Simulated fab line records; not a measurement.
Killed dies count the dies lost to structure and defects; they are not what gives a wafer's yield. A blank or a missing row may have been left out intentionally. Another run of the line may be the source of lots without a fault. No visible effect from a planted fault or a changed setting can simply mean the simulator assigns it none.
Problem report, 8D (eight disciplines) form, completed by code | flow nand_harc | the parts of the form that need people (team, actions taken, sign-off) are left out

== 1. WHAT IS WRONG ==
NHARC_END_SORT_01, killed_at_periphery: mean 88.0 over 1 wafer from 1 lot; wafers with no fault: 3.4, standard deviation 2.4. That puts it +35 standard deviations away from the usual mean.
Seen first at day 29 17:14 on prober-01, wafer L811.1. The record holds 3 wafers of 1 lot with a number at this step. By rule, "out" or "out of limits" means more than 4 standard deviations away from the usual mean. The other wafers with a number count as sound.

== 2. WHAT IT IS, WHAT IT ISN'T ==
question                    | is                                                                                                  | is not
which readings at this step | killed_at_periphery, defect_limited_yield, killed_dies, sort_bin_3_pct, sort_n_pass, sort_yield_pct | killed_at_array, killed_at_other, killed_open, killed_short, sort_bin_4_pct, sort_rim_yield_pct
which lots                  | L811                                                                                                | -
which wafers of those lots  | L811.1                                                                                              | L811.3, L811.5
read on which gauges        | prober-01                                                                                           | -
when                        | from day 29 17:14                                                                                   | up to then (0 sound wafers); but 2 sound wafers of L811 came after

== 3. THE SUSPECTS, EACH WITH WHAT RULES IT OUT ==
Counting: any tool at a process step up to the reading remains a suspect provided it ran every lot that is out. Sound lots after the first of them don't rule it out here, since some wafers of a struck lot are sound.
- the gauge at NHARC_END_SORT_01: kept. All the wafers that are out were read on prober-01, and no step on other tools shows them out.
- rie_diel-10 at NHARC_P_BONDPAD_ETCH_37 (etches the open film in N2/H2, target depth 60 nm, overetch 18 nm, time 65.91 s): kept. It ran the lot that is out, L811 (day 12 17:10).
- pvd_sputter-02 at NHARC_A_M1_PRE_CLEAN_30 (time 30 s): kept. It ran the lot that is out, L811 (day 28 08:38). NHARC_A_M1_PRE_CLEAN_30: start missing for some lots; hours and lot order therefore follow NHARC_A_M1_THK_MEAS_24.
- pecvd-03 at NHARC_A_M1_PRE_CLEAN_32 (time 12 s): kept. It ran the lot that is out, L811 (day 28 08:53).
- rie_diel-10, NHARC_P_BONDPAD_ETCH_37: wafers that are out in chamber 1, sound lot-mates in chambers 0, 3.
Left after counting: rie_diel-10 at NHARC_P_BONDPAD_ETCH_37, pvd_sputter-02 at NHARC_A_M1_PRE_CLEAN_30, pecvd-03 at NHARC_A_M1_PRE_CLEAN_32, prober-01 at NHARC_END_SORT_01.

== 4. THE CAUSE (what the simulator had put in) ==
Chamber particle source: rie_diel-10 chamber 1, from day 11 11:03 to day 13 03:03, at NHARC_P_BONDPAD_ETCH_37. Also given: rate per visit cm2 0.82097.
This tool is one of the 4 suspects left after counting.

== 5. THE CHAIN OF EFFECTS, in route order ==
One row per reading whose mean, taken over the struck wafers that have a number, lies over 3 standard deviations from the usual. Scope: only readings with a usual standard deviation given in the record; hours: median across lots of the time from each lot's start at the first step in this table that gives one to its start at this step; sigmas: change in usual standard deviations.
hours | step              | reading              | usual  | on struck wafers | change | sigmas
0     | NHARC_END_SORT_01 | defect_limited_yield | 92.0 % | 81.5             | -10.5  | -4.0
0     | NHARC_END_SORT_01 | killed_at_periphery  | 3.4    | 88.0             | +84.6  | +35
0     | NHARC_END_SORT_01 | killed_dies          | 54     | 125              | +71    | +4.2
0     | NHARC_END_SORT_01 | sort_bin_2_pct       | 2.8 %  | 6.6              | +3.8   | +3.5
0     | NHARC_END_SORT_01 | sort_bin_3_pct       | 0.5 %  | 4.4              | +3.9   | +12
0     | NHARC_END_SORT_01 | sort_n_pass          | 623    | 552              | -71    | -4.2
0     | NHARC_END_SORT_01 | sort_yield_pct       | 92.0 % | 81.5             | -10.5  | -4.0

== 6. WHAT WOULD HAVE CAUGHT IT SOONER ==
Counted from the fault's start at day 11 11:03, it took 438 hours until the first out-of-limits reading at a measuring or inspecting step in this record, taken at day 29 17:14.
Of the tool readings at NHARC_P_BONDPAD_ETCH_37 for which the record gives a usual standard deviation, none was out on any struck wafer, so an alarm limit of 4 standard deviations on them would not have fired.
Each of the lots that are out, 1 in all, had begun NHARC_P_BONDPAD_ETCH_37 on rie_diel-10 no later than day 29 17:14. A hold on the tool at that time would have spared none of them.
